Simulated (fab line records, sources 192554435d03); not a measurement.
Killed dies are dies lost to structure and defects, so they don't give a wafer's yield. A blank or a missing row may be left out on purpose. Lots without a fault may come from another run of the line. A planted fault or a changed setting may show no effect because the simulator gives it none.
Chamber matching | flow n5_finfet | N5_FIN_SAQP_PECVD_06 on pecvd-03: 3 sister chambers
The step deposits a-Si from SiH4/He, target thk 60 nm, time 48.1 s. 3 wafers are shown with their chamber, then 7 later ones without.

WAFERS WITH THEIR CHAMBER
wafer  | chamber | showerhead_vpp_V (V)
L091.1 | 2       | 565
L091.5 | 0       | 675
L094.5 | 1       | 633

WAFERS WITHOUT THEIR CHAMBER
wafer  | showerhead_vpp_V (V)
L094.6 | 561
L095.2 | 676
L095.3 | 627
L095.5 | 656
L096.1 | 578
L096.2 | 621
L096.5 | 675

WHICH CHAMBER EACH WENT THROUGH
wafer  | from the rows above     | in truth
L094.6 | 2                       | 2
L095.2 | 0                       | 0
L095.3 | 1                       | 1
L095.5 | can't be placed: 0 or 1 | 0
L096.1 | 2                       | 2
L096.2 | 1                       | 1
L096.5 | 0                       | 0
Placed correctly: 6 of 7. Can't be placed from these rows: 1 (the true chamber is among the candidates in 1). Placed wrongly: 0.
How it was worked out, from the rows above alone: a wafer's distance from a chamber is the root of the sum, over the readings, of the square of ((its reading less the chamber's mean) divided by the reading's scatter). The wafer belongs to the nearest chamber; if the next one is less than 2 further off, it can't be placed. A chamber's mean is the mean of its shown wafers. The scatter: with one shown wafer a chamber, the root of the mean of the squares of how far each hidden wafer lies from its nearest shown one.
